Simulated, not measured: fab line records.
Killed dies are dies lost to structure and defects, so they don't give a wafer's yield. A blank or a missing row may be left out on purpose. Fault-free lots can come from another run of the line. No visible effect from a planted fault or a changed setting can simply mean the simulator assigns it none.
Chamber matching | flow nand_harc | NHARC_P_CONTACT_DESCUM_17 on rie_diel-10: 4 sister chambers
The step chemistry O2, time 3 s. 8 wafers are shown with their chamber, then 7 later ones without.

== WAFERS, EACH WITH ITS CHAMBER ==
wafer  | chamber | showerhead_plenum_p_Torr (Torr) | drypump_motor_current_A (A)
L080.1 | 2       | 1.87                            | 5.7
L080.4 | 3       | 1.96                            | 6.2
L080.6 | 0       | 2.05                            | 6.0
L081.1 | 0       | 2.05                            | 5.9
L081.2 | 3       | 1.95                            | 6.2
L081.5 | 1       | 1.85                            | 5.9
L085.1 | 2       | 1.87                            | 5.7
L085.2 | 1       | 1.85                            | 6.0

== WAFERS WITHOUT THEIR CHAMBER ==
wafer  | showerhead_plenum_p_Torr (Torr) | drypump_motor_current_A (A)
L085.6 | 1.85                            | 5.9
L086.1 | 2.05                            | 5.9
L086.2 | 1.95                            | 6.2
L086.5 | 1.95                            | 6.2
L088.1 | 1.85                            | 6.0
L088.2 | 1.87                            | 5.7
L088.3 | 2.05                            | 5.9

== THE CHAMBER EACH PASSED THROUGH ==
wafer  | from the rows above | in truth
L085.6 | 1                   | 1
L086.1 | 0                   | 0
L086.2 | 3                   | 3
L086.5 | 3                   | 3
L088.1 | 1                   | 1
L088.2 | 2                   | 2
L088.3 | 0                   | 0
7 of 7 placed correctly. Not placeable from these rows: 0. Placed wrongly: 0.
How it was worked out, from the rows above alone: a wafer's distance from a chamber is the root of the sum, over the readings, of the square of ((its reading less the chamber's mean) divided by the reading's scatter). If the next closest chamber is less than 2 further off than the closest, the wafer can't be placed; otherwise it belongs to the closest. Each chamber's mean is taken over the wafers shown for it. How the scatter is found: for the shown wafers, subtract from each reading the mean of its chamber, square and add these, divide the total by (wafers less chambers), then take the root.
